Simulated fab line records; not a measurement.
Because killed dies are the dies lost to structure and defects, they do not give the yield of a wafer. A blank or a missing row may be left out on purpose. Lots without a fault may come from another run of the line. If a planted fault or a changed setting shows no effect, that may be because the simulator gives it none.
Which tool did it? :: flow n5 finfet :: Sampling: 10 lots, 29 wafers, 4 of 1938 route steps

WHAT THE GAUGES READ, wafer by wafer
N5_HKMG_FIN_OVL_MEAS_50.
lot: L919
measured: day 4 03:10
on: overlay-01
NDIPOLE_OVL (nm): 0.1 -0.7 0.4

lot: L920
measured: day 4 07:14
on: overlay-01
NDIPOLE_OVL (nm): -1.3 -0.2 0.0

lot: L921
measured: day 4 14:16
on: overlay-01
NDIPOLE_OVL (nm): -0.7 0.2 0.0

lot: L922
measured: day 4 18:10
on: overlay-01
NDIPOLE_OVL (nm): -0.4 0.7 -0.7

lot: L924
measured: day 5 04:10
on: overlay-02
NDIPOLE_OVL (nm): -0.6 -0.4 -0.7

lot: L926
measured: day 5 18:19
on: overlay-01
NDIPOLE_OVL (nm): 0.0 0.8 0.7

lot: L937
measured: day 8 11:16
on: overlay-02
NDIPOLE_OVL (nm): -0.5 0.0

lot: L939
measured: day 9 00:58
on: overlay-01
NDIPOLE_OVL (nm): -0.6 -0.8 -1.7

lot: L940
measured: day 9 10:41
on: overlay-01
NDIPOLE_OVL (nm): -0.6 -0.3 -0.5

lot: L941
measured: day 9 12:29
on: overlay-01
NDIPOLE_OVL (nm): -0.4 0.8 0.2

TOOL THAT RAN EACH LOT (tool first, then ch and the chambers of the sampled wafers, then the start)
lot: L919
N5_SDB_CMP_30: cmp-01 ch 1,2, day 4 01:17
N5_HKMG_FIN_HK_ALD_01: ald hk-03 ch 1,2, day 4 02:12
N5_HKMG_FIN_ALD_74: ald hk-01 ch 0,2,3, day 4 02:36

lot: L920
N5_SDB_CMP_30: cmp-04 ch 0,2,3, day 4 05:23
N5_HKMG_FIN_HK_ALD_01: ald hk-02 ch 0,1,2, day 4 06:16
N5_HKMG_FIN_ALD_74: ald hk-03 ch 1,2, day 4 06:40

lot: L921
N5_SDB_CMP_30: cmp-04 ch 1,2, day 4 12:23
N5_HKMG_FIN_HK_ALD_01: ald hk-02 ch 0,3, day 4 13:17
N5_HKMG_FIN_ALD_74: ald hk-03 ch 1,2, day 4 13:41

lot: L922
N5_SDB_CMP_30: cmp-01 ch 0,1,3, day 4 16:17
N5_HKMG_FIN_HK_ALD_01: ald hk-03 ch 0,2,3, day 4 17:12
N5_HKMG_FIN_ALD_74: ald hk-01 ch 1,2, day 4 17:36

lot: L924
N5_SDB_CMP_30: cmp-01 ch 0,1,2, day 5 02:17
N5_HKMG_FIN_HK_ALD_01: ald hk-02 ch 1,3, day 5 03:15
N5_HKMG_FIN_ALD_74: ald hk-03 ch 1,2, day 5 03:43

lot: L926
N5_SDB_CMP_30: cmp-01 ch 0,3, day 5 16:01
N5_HKMG_FIN_HK_ALD_01: ald hk-02 ch 2,3, day 5 16:53
N5_HKMG_FIN_ALD_74: ald hk-03 ch 0,1, day 5 17:17

lot: L937
N5_SDB_CMP_30: cmp-04 ch 2, day 8 09:25
N5_HKMG_FIN_HK_ALD_01: ald hk-01 ch 2,3, day 8 10:17
N5_HKMG_FIN_ALD_74: ald hk-03 ch 2,3, day 8 10:41

lot: L939
N5_SDB_CMP_30: cmp-03 ch 0,2,3, day 8 23:12
N5_HKMG_FIN_HK_ALD_01: ald hk-03 ch 0,2,3, day 9 00:06
N5_HKMG_FIN_ALD_74: ald hk-01 ch 1,2, day 9 00:31

lot: L940
N5_SDB_CMP_30: cmp-04 ch 0,1,3, day 9 08:50
N5_HKMG_FIN_HK_ALD_01: ald hk-01 ch 0,2,3, day 9 09:43
N5_HKMG_FIN_ALD_74: ald hk-02 ch 0,3, day 9 10:07

lot: L941
N5_SDB_CMP_30: cmp-04 ch 0,2, day 9 10:39
N5_HKMG_FIN_HK_ALD_01: ald hk-03 ch 0,2, day 9 11:31
N5_HKMG_FIN_ALD_74: ald hk-01 ch 0,2,3, day 9 11:55
- N5_SDB_CMP_30: polishes, stops on poly-Si, t overpolish 1.54 s, target thk 30 nm.
- N5_HKMG_FIN_HK_ALD_01: deposits HfO2, target thk 1.6 nm, pulse time 3 s, purge time 3 s.
- N5_HKMG_FIN_ALD_74: deposits La2O3, target thk 0.5 nm, pulse time 6 s, co reactant pulse time 1 s.

THE ANSWER, worked out from the rows above alone
Rule: the lots themselves supply what counts as usual. The widest of any qualifying gaps counts: lots, ordered by their means at a reading, are off when they make up no more than a third of the lots, leave a main group of 4 or more, and stand apart from it by 3 or more times the standard deviation of that group's means. Not used: any main group whose means are identical at the precision the tables above print for the reading. Also off: a lot with no number at a reading for which 4 or more lots have one. All remaining lots with rows at the step are treated as sound.
Nothing can be told from this: no lot is off at any reading shown.

WHAT WAS PUT IN BY THE SIMULATOR
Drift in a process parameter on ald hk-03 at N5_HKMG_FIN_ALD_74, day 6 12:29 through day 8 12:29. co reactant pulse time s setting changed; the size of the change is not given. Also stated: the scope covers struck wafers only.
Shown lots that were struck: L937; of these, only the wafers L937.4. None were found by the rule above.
